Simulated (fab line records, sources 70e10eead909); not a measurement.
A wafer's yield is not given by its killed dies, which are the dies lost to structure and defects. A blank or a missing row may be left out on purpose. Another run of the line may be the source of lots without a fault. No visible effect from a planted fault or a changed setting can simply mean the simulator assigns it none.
Matching of chambers / flow nandHarc / NHARC_A_SGD_CUT_DEP_00 on pecvd-01: 3 sister chambers
The step deposits SiNx, target thk 50 nm. 6 wafers are shown with their chamber, then 8 later ones without.

## WAFERS, EACH WITH ITS CHAMBER
wafer=L079.1; chamber=2; heaterPowerOuterW (W)=458; heaterPowerW (W)=732
wafer=L079.3; chamber=0; heaterPowerOuterW (W)=469; heaterPowerW (W)=725
wafer=L079.5; chamber=2; heaterPowerOuterW (W)=462; heaterPowerW (W)=727
wafer=L086.3; chamber=1; heaterPowerOuterW (W)=405; heaterPowerW (W)=733
wafer=L086.4; chamber=0; heaterPowerOuterW (W)=532; heaterPowerW (W)=818
wafer=L088.3; chamber=1; heaterPowerOuterW (W)=369; heaterPowerW (W)=677

## WAFERS MISSING THEIR CHAMBER
wafer=L088.5; heaterPowerOuterW (W)=370; heaterPowerW (W)=669
wafer=L088.6; heaterPowerOuterW (W)=476; heaterPowerW (W)=712
wafer=L090.1; heaterPowerOuterW (W)=477; heaterPowerW (W)=712
wafer=L090.3; heaterPowerOuterW (W)=516; heaterPowerW (W)=814
wafer=L090.6; heaterPowerOuterW (W)=417; heaterPowerW (W)=735
wafer=L089.1; heaterPowerOuterW (W)=403; heaterPowerW (W)=731
wafer=L089.4; heaterPowerOuterW (W)=507; heaterPowerW (W)=786
wafer=L089.6; heaterPowerOuterW (W)=468; heaterPowerW (W)=731

## EACH ONE'S CHAMBER
wafer=L088.5; from the rows above=1; in truth=1
wafer=L088.6; from the rows above=can't be placed: 2 or 0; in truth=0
wafer=L090.1; from the rows above=can't be placed: 2 or 0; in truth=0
wafer=L090.3; from the rows above=can't be placed: 0 or 2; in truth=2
wafer=L090.6; from the rows above=can't be placed: 1 or 2 or 0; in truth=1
wafer=L089.1; from the rows above=can't be placed: 1 or 2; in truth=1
wafer=L089.4; from the rows above=can't be placed: 0 or 2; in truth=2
wafer=L089.6; from the rows above=can't be placed: 2 or 0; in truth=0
Placed correctly: 1 of 8. Unplaceable from these rows: 7, with the true chamber sitting among the candidates in 7. Placed wrongly: 0.
How it was worked out, from the rows above alone: a wafer's distance from a chamber is the root of the sum, over the readings, of the square of ((its reading less the chamber's mean) divided by the reading's scatter). If the next closest chamber is less than 2 further off than the closest, the wafer can't be placed; otherwise it belongs to the closest. Each chamber's mean is taken over the wafers shown for it. The scatter: take each reading less its chamber's mean, square it, sum over the shown wafers, divide by the number of wafers less the number of chambers, and take the root.
